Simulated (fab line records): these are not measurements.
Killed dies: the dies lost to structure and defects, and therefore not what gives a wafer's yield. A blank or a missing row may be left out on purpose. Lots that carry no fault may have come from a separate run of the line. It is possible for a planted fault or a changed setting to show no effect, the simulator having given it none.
Struck lot and sound lot, side by side -- flow nand-harc -- 12 out of 1302 route steps
Sound: these wafers, L331.1, L331.3, L331.6. Wafers L341.1, L341.2, L341.3 were the ones struck. Last of all comes the cause.
For every step that has rows: the tool of each side, followed by ch and its chambers, followed by its first start. Under that, the readings that differ: sound wafers -- struck wafers -- difference of the means -- sigmas: that difference in standard deviations of wafers without a fault.
alike: a reading whose means differ by less than 2 such deviations, as well as words and numbers matching on both sides. not compared: withheld readings; readings where some wafer has no value; bounds like >300 that might hide an equal value; numbers whose values overlap and for which the record gives no deviation.
The two part at a step that has a row with sigmas, a row that says differs or no value, or rows on one side only. When numbers do not overlap yet have no deviation, they are printed without sigmas and do not part them. A reading missing from all wafers of one side parts the sides only when that side holds two or more wafers.

first, 2 steps without rows for these wafers: NHARC_A_STAIRCASE_SRD_154; NHARC_A_STAIRCASE_ETCH_403 (etches SiO2 in dHF, target depth 108.2 nm).
NHARC_A_STAIRCASE_ETCHBACK_422: etches the open film in CH3F/O2, target depth 40 nm, time 74.286 s.
  sound on rie-diel-11 ch 0,2,3, day 21 18:20; struck on rie-diel-11 ch 0,1,2, day 26 08:45
  alike: drypump-motor-current-A, oes-product-au, rf-vpp-V, showerhead-plenum-p-Torr, throttle-valve-pct
  not compared: rf-hours-counter-h
then, 1 step without rows for these wafers: NHARC_A_STAIRCASE_ETCH_423 (etches SiO2 in dHF, target depth 30 nm).
NHARC_A_STAIRCASE_ETCHBACK_157: etches the open film in CH3F/O2, target depth 90 nm, time 167.14 s.
  sound on rie-diel-13 ch 0,1, day 21 18:40; struck on rie-diel-13 ch 0,1,3, day 26 09:11
reading,sound,struck,difference,sigmas
oes-product-au (a.u.),0.91 0.92 0.92,0.98 0.99 1.00,+0.07,+2
  alike: drypump-motor-current-A, rf-vpp-V, showerhead-plenum-p-Torr, throttle-valve-pct
  not compared: rf-hours-counter-h
NHARC_A_STAIRCASE_STRIP_475: strips in O2, time 20 s.
  sound: rie-diel-13 ch 0,2,3; struck: rie-diel-13 ch 0,1,3
  alike: drypump-motor-current-A, oes-product-au, rf-vpp-V, showerhead-plenum-p-Torr, throttle-valve-pct
  not compared: rf-hours-counter-h
NHARC_A_STAIRCASE_DEP_471: deposits SiO2, target thk 100 nm.
  sound on pecvd-03 ch 0,1,2, day 21 18:59; struck on pecvd-01 ch 0,1,2, day 26 09:28
  alike: chamber-pressure-Torr, heater-power-outer-w, heater-power-w, susceptor-temp-C, throttle-valve-pct
NHARC_A_STAIRCASE_CMP_472: polishes SiO2.
  sound on cmp-04 ch 1,3, day 21 19:16; struck on cmp-03 ch 0,1,3, day 26 09:44
  alike: motor-current-A
then, 1 step without rows for these wafers: NHARC_A_STAIRCASE_SRD_474.
NHARC_A_STAIRCASE_INSPECT_155:
  sound: defect-inspect-01 at day 21 19:36; struck: defect-inspect-01 at day 26 10:05
  alike: raw-defect-count
NHARC_A_SGD_CUT_DEP_00: deposits SiNx, target thk 50 nm.
  sound on pecvd-03 ch 0,2, day 21 19:40; struck on pecvd-03 ch 0,1,2, day 26 10:08
  no value came back on the struck wafers for heater-power-outer-w (W), heater-power-w (W), susceptor-temp-C (C); on the sound wafers heater-power-outer-w (W) reads 356 340 348
then, 1 step without rows for these wafers: NHARC_A_SGD_CUT_DEHYDRATE_01 (time 120 s).

## WHERE THEY PART
At NHARC_A_STAIRCASE_ETCHBACK_157 first; at NHARC_A_SGD_CUT_DEP_00 last (within this record only).

WHY: the cause the simulator had injected
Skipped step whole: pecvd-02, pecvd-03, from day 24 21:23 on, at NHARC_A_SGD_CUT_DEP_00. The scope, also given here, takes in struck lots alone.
